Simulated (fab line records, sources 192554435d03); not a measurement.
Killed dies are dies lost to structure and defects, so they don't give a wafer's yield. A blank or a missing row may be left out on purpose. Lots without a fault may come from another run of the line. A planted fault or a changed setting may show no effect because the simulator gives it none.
A struck lot beside a sound one | flow n5_finfet | 37 steps out of a route of 1938
Sound: wafers L349.2, L349.4, L349.5. Struck: wafers L343.2, L343.3, L343.4. The cause comes at the end.
At each step with rows: each side's tool, then ch and its chambers, then its first start. Under that, the readings that differ: sound wafers | struck wafers | difference of the means | sigmas: that difference in standard deviations of wafers without a fault.
alike: readings whose means differ by less than 2 such deviations, and words and numbers that are the same on both sides. not compared: withheld readings, readings that some wafer has no value for, bounds like >300 that may hide the same value, and numbers for which the record gives no deviation and whose values overlap.
The two part at a step that has a row with sigmas, a row that says differs or no value, or rows on one side only. Numbers that don't overlap but have no deviation are shown without sigmas and don't part them. A reading that every wafer of one side lacks parts them only if that side has two wafers or more.

first, 9 steps without rows for these wafers: N5_BEOL_M4_ANNEAL_95 (time 240 s); N5_BEOL_M4_SPUTTER_96 (material Cu, target thk 4.5 nm, time 8.29 s); N5_BEOL_M4_ECD_50 (material Cu, target thk 300 nm); N5_BEOL_M4_ANNEAL_51 (time 90 s); N5_BEOL_M4_CMP_52 (polishes, stops on SiOC, t overpolish 6.8 s, target thk 40 nm); N5_BEOL_M4_PRE_CLEAN_60 (time 15 s); N5_BEOL_M4_CO_CAP_55 (material Co, precursor CCTBA/H2, target thk 2 nm, time 102.1 s); N5_BEOL_M4_PRE_CLEAN_56 (time 15 s); N5_BEOL_M4_DEP_57 (deposits SiCN from 3MS/NH3, target thk 8 nm, time 14 s).
N5_BEOL_M4_RC_MEAS_101:
  sound on prober-02 ch 0, day 12 03:12; struck on prober-02 ch 0, day 10 10:16
  reading        | sound                | struck               | difference | sigmas
  IOFF_P (nA/um) | 0.25 0.31 0.25       | 0.19 0.20 0.18       | -0.08      | -2
  VT_P (mV)      | -248.5 -245.5 -245.8 | -254.9 -253.2 -254.6 | -7.6       | -3
  alike: DIBL_N, DIBL_P, IOFF_N, ION_N, ION_P, SS_N, SS_P, VT_N
then, 24 steps without rows for these wafers: N5_BEOL_M5_ILD_DEP_00 (deposits SiCOH lowk from DEMS/porogen, target thk 140.64 nm, time 25.9 s); N5_BEOL_M5_CURE_79 (cures SiCOH lowk, time 240 s); N5_BEOL_M5_PECVD_70 (deposits SiO2 from TEOS/O2, target thk 16 nm, time 18 s); N5_BEOL_M5_HM_DEP_02 (deposits TiN, target thk 20 nm); N5_BEOL_M5_COAT_59 (time 60 s, resist thk 60 nm); N5_BEOL_M5_COAT_60 (time 60 s, resist thk 12 nm); N5_BEOL_M5_COAT_71 (time 60 s, resist thk 5 nm); N5_BEOL_M5_COAT_05 (resist thk 30 nm); N5_BEOL_M5_EBR_07; N5_BEOL_M5_SOFTBAKE_06 (time 60 s); N5_BEOL_M5_EXPOSE_08 (exposes mask M5, target cd 28 nm); N5_BEOL_M5_PEB_09 (peb time 60 s); N5_BEOL_M5_DEVELOP_10 (develop time 30 s); N5_BEOL_M5_DESCUM_16 (chemistry O2, time 7 s); N5_BEOL_M5_ETCH_72 (etches underlayer in N2/H2, target depth 6.5 nm, time 5.2 s); N5_BEOL_M5_ETCH_61 (etches SiARC in CF4, target depth 15.6 nm, time 26 s); N5_BEOL_M5_ETCH_62 (etches SOC in N2/H2, target depth 75 nm, overetch 15 nm, time 112.5 s); N5_BEOL_M5_STRIP_63 (strips in N2/H2); N5_BEOL_M5_STRIP_73 (strips in N2/H2); N5_BEOL_M5_STRIP_64 (strips in CF4); N5_BEOL_M5_HM_OPEN_17 (chemistry Cl2/BCl3, target TiN, target depth 20 nm, overetch 6 nm); N5_BEOL_M5_STRIP_19 (strips in O2); N5_BEOL_M5_COAT_65 (time 60 s, resist thk 60 nm); N5_BEOL_M5_COAT_66 (time 60 s, resist thk 12 nm).
-- the record jumps here: 2 days lie between the struck wafers' starts before and after (it left off in module BEOL_M5 and takes up again in module BEOL_M9, whose first step shown is number 1462 of the route) --
N5_BEOL_M9_ECD_50: material Cu, target thk 318 nm.
  sound on ecd_cu-01 ch 0,1, day 14 05:24; struck on ecd_cu-01 ch 0,1, day 12 10:37
N5_BEOL_M9_CMP_52: polishes, stops on SiCOH lowk, t overpolish 7 s, target thk 140 nm.
  sound on cmp-01 ch 1,3, day 14 05:49; struck on cmp-01 ch 0,1,3, day 12 11:02
  reading                | sound    | struck | difference | sigmas
  time_to_endpoint_s (s) | 67 71 67 | 2 2 4  | -66        | -18
  alike: motor_current_A, platen_rpm
-- the record jumps here: 2 days lie between the struck wafers' starts before and after (it left off in module BEOL_M9 and takes up again in module PASSIVATION, whose first step shown is number 1936 of the route) --
N5_PASSIVATION_PROBE_49:
  the record has rows for the struck wafers here (prober-02, day 14 19:57) and none for the sound ones

WHERE THEY PART
First at N5_BEOL_M4_RC_MEAS_101; last, within this record, at N5_PASSIVATION_PROBE_49.

WHY: what the simulator had put in
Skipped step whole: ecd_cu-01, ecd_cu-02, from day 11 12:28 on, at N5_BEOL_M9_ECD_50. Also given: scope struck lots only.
